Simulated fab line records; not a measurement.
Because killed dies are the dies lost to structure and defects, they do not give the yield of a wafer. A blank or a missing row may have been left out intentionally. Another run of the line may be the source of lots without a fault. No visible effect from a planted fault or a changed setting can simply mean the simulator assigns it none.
Matching of chambers    flow nand-harc    4 sister chambers for NHARC_A_CHANNEL_FILL_D1_ALD_25 on ald-hk-01
The step deposits SiOx, target thk 60 nm, pulse time 10 s, ald cycles 600. 4 wafers are shown with their chamber, then 9 later ones without.

== WAFERS PAIRED WITH THEIR CHAMBERS ==
wafer   chamber  heater-power-w (W)
L082.1  2        479
L088.1  0        478
L088.4  1        431
L088.3  3        399

== WAFERS WITHOUT THEIR CHAMBER ==
wafer   heater-power-w (W)
L090.2  483
L090.3  397
L090.6  427
L093.4  399
L093.2  416
L093.6  407
L096.2  418
L096.3  399
L096.5  465

== EACH ONE'S CHAMBER ==
wafer   from the rows above      in truth
L090.2  can't be placed: 2 or 0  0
L090.3  3                        3
L090.6  1                        1
L093.4  3                        3
L093.2  can't be placed: 1 or 3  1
L093.6  can't be placed: 3 or 1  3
L096.2  can't be placed: 1 or 3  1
L096.3  3                        3
L096.5  can't be placed: 0 or 2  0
4 of 9 placed correctly. Unplaceable from these rows: 5, with the true chamber sitting among the candidates in 5. Placed wrongly: 0.
How it was worked out, from the rows above alone: a wafer's distance from a chamber is the root of the sum, over the readings, of the square of ((its reading less the chamber's mean) divided by the reading's scatter). If the next closest chamber is less than 2 further off than the closest, the wafer can't be placed; otherwise it belongs to the closest. Each chamber's mean is taken over the wafers shown for it. The scatter (one wafer shown for each chamber): square how far every hidden wafer sits from the nearest shown wafer, average those squares and take the square root.
